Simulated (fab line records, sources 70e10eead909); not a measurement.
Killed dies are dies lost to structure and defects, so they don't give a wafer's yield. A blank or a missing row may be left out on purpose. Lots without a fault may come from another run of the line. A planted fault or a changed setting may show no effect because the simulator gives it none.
Chamber matching | flow nand_harc | NHARC_A_SGD_CUT_CMP_21 on cmp-03: 4 sister chambers
The step polishes, target thk 148.19 nm. 4 wafers are shown with their chamber, then 8 later ones without.

WAFERS WITH THEIR CHAMBER
wafer  | chamber | motor_current_A (A)
L083.4 | 3       | 12.7
L085.1 | 0       | 10.5
L085.4 | 2       | 12.6
L090.1 | 1       | 12.4

WAFERS WITHOUT THEIR CHAMBER
wafer  | motor_current_A (A)
L090.2 | 11.6
L090.4 | 12.4
L094.1 | 12.9
L094.3 | 12.7
L094.5 | 11.8
L095.2 | 12.6
L095.4 | 13.0
L095.5 | 12.1

WHICH CHAMBER EACH WENT THROUGH
wafer  | from the rows above               | in truth
L090.2 | can't be placed: 1 or 2 or 0 or 3 | 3
L090.4 | can't be placed: 1 or 2 or 3      | 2
L094.1 | can't be placed: 3 or 2 or 1      | 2
L094.3 | can't be placed: 3 or 2 or 1      | 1
L094.5 | can't be placed: 1 or 2 or 3 or 0 | 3
L095.2 | can't be placed: 2 or 3 or 1      | 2
L095.4 | can't be placed: 3 or 2 or 1      | 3
L095.5 | can't be placed: 1 or 2 or 3      | 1
Placed correctly: 0 of 8. Can't be placed from these rows: 8 (the true chamber is among the candidates in 8). Placed wrongly: 0.
How it was worked out, from the rows above alone: a wafer's distance from a chamber is the root of the sum, over the readings, of the square of ((its reading less the chamber's mean) divided by the reading's scatter). The wafer belongs to the nearest chamber; if the next one is less than 2 further off, it can't be placed. A chamber's mean is the mean of its shown wafers. The scatter: with one shown wafer a chamber, the root of the mean of the squares of how far each hidden wafer lies from its nearest shown one.
